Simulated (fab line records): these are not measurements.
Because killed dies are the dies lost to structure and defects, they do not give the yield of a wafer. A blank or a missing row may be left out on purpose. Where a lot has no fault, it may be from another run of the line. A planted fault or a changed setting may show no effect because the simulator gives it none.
Matching of chambers ; flow nand-harc ; NHARC_A_STAIRCASE_DEP_471 on pecvd-03: 3 sister chambers
The step deposits SiO2, target thk 100 nm. 3 wafers are shown with their chamber, then 8 later ones without.

== WAFERS PAIRED WITH THEIR CHAMBERS ==
wafer;chamber;heater-power-w (W)
L087.4;1;587
L087.5;2;367
L087.1;0;513

== WAFERS WITHOUT THEIR CHAMBER ==
wafer;heater-power-w (W)
L087.3;588
L087.6;386
L090.2;476
L090.5;460
L090.6;578
L094.1;454
L094.4;640
L094.5;434

== WHICH CHAMBER EACH WENT THROUGH ==
wafer;from the rows above;in truth
L087.3;can't be placed: 1 or 0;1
L087.6;2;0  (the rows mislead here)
L090.2;can't be placed: 0 or 2 or 1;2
L090.5;can't be placed: 0 or 2 or 1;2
L090.6;can't be placed: 1 or 0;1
L094.1;can't be placed: 0 or 2 or 1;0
L094.4;can't be placed: 1 or 0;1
L094.5;can't be placed: 2 or 0 or 1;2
Placed correctly: 0 of 8. Can't be placed from these rows: 7 (the true chamber is among the candidates in 7). Wrongly placed: 1.
How it was worked out, from the rows above alone: a wafer's distance from a chamber is the root of the sum, over the readings, of the square of ((its reading less the chamber's mean) divided by the reading's scatter). The wafer belongs to the nearest chamber; if the next one is less than 2 further off, it can't be placed. Each chamber's mean is taken over the wafers shown for it. The scatter: root of mean squared gap, hidden wafer to nearest shown wafer, with one shown wafer a chamber.
